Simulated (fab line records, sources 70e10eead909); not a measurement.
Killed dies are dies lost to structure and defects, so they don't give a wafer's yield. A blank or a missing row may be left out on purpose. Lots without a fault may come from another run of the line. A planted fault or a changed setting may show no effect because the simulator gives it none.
Tool commonality check | flow nand_harc | 3 lots, 9 wafers sampled

WHY IT WAS OPENED
At NHARC_END_SORT_01 the reading killed_at_array is flagged on 3 of 3 lots. Wafers without a fault read 55, standard deviation 22.
Rule: a lot is flagged when every wafer of it that has a number lies more than 4 standard deviations from that mean, or none has a number. The other lots count as sound.

lot  | measured     | on        | killed_at_array, wafer by wafer | flag
L573 | day 25 03:58 | prober-01 | 672 674 675                     | FLAGGED
L574 | day 26 00:52 | prober-02 | 674 673 674                     | FLAGGED
L580 | day 28 05:04 | prober-02 | 667 669 673                     | FLAGGED
The numbers of the flagged lots are 672 on average: +617 against the usual, or +28 standard deviations.

WHICH TOOL RAN EACH LOT
The record holds 4 process steps before the reading, out of a route of 1302 steps. In each cell: the tool, then ch and the chambers that the sampled wafers went through, then the start.
lot  | flag    | NHARC_A_CHANNEL_HOLE_D2_DEP_00                                  | NHARC_A_CHANNEL_HOLE_D2_DESCUM_15  | NHARC_A_CHANNEL_HOLE_D2_ETCH_16               | NHARC_A_CHANNEL_HOLE_D2_ETCH_20
L573 | FLAGGED | acl_dep-02 ch 0, day 13 23:40                                   | rie_diel-02 ch 0,3, day 14 04:59   | rie_diel-02 ch 0,3, day 14 06:37 or earlier   | har_etch-02 ch 1, day 14 06:37
L574 | FLAGGED | acl_dep-03 ch 0, day 14 13:25                                   | rie_diel-11 ch 0,1,3, day 14 18:44 | rie_diel-11 ch 2,3, day 14 20:02 or earlier   | har_etch-01 ch 0, day 14 20:02
L580 | FLAGGED | acl_dep-03 ch 0, day 16 19:22 and acl_dep-01 ch 0, day 16 21:36 | rie_diel-02 ch 1,2, day 17 00:23   | rie_diel-02 ch 0,2,3, day 17 01:41 or earlier | har_etch-01 ch 0,1, day 17 01:41
What these steps do:
- NHARC_A_CHANNEL_HOLE_D2_DEP_00: deposits aC, target thk 3100 nm.
- NHARC_A_CHANNEL_HOLE_D2_DESCUM_15: chemistry O2, time 3 s.
- NHARC_A_CHANNEL_HOLE_D2_ETCH_16: etches the open film in O2/COS, target depth 3100 nm, time 806 s.
- NHARC_A_CHANNEL_HOLE_D2_ETCH_20: etches the open film in C4F8/O2/Ar, time 361.9 s, target depth 1600 nm.
- NHARC_END_SORT_01

FLAGGED OVER TOTAL, TOOL BY TOOL (the gauges that took the reading come last)
step                              | tool        | lots run | flagged | share of the flagged lots | sound lots run after its first flagged lot
NHARC_A_CHANNEL_HOLE_D2_DEP_00    | acl_dep-01  | 1        | 1       | some                      | 0
NHARC_A_CHANNEL_HOLE_D2_DEP_00    | acl_dep-02  | 1        | 1       | some                      | 0
NHARC_A_CHANNEL_HOLE_D2_DEP_00    | acl_dep-03  | 2        | 2       | some                      | 0
NHARC_A_CHANNEL_HOLE_D2_DESCUM_15 | rie_diel-02 | 2        | 2       | some                      | 0
NHARC_A_CHANNEL_HOLE_D2_DESCUM_15 | rie_diel-11 | 1        | 1       | some                      | 0
NHARC_A_CHANNEL_HOLE_D2_ETCH_16   | rie_diel-02 | 2        | 2       | some                      | 0
NHARC_A_CHANNEL_HOLE_D2_ETCH_16   | rie_diel-11 | 1        | 1       | some                      | 0
NHARC_A_CHANNEL_HOLE_D2_ETCH_20   | har_etch-01 | 2        | 2       | some                      | 0
NHARC_A_CHANNEL_HOLE_D2_ETCH_20   | har_etch-02 | 1        | 1       | some                      | 0
NHARC_END_SORT_01                 | prober-01   | 1        | 1       | some                      | 0
NHARC_END_SORT_01                 | prober-02   | 2        | 2       | some                      | 0
NHARC_A_CHANNEL_HOLE_D2_ETCH_16 gives no start for some lots, so the hours and the order of its lots are those of NHARC_A_CHANNEL_HOLE_D2_ETCH_20.

WHAT THE TABLE ALLOWS
No row of the table ran every flagged lot.

WHAT THE SIMULATOR HAD PUT IN
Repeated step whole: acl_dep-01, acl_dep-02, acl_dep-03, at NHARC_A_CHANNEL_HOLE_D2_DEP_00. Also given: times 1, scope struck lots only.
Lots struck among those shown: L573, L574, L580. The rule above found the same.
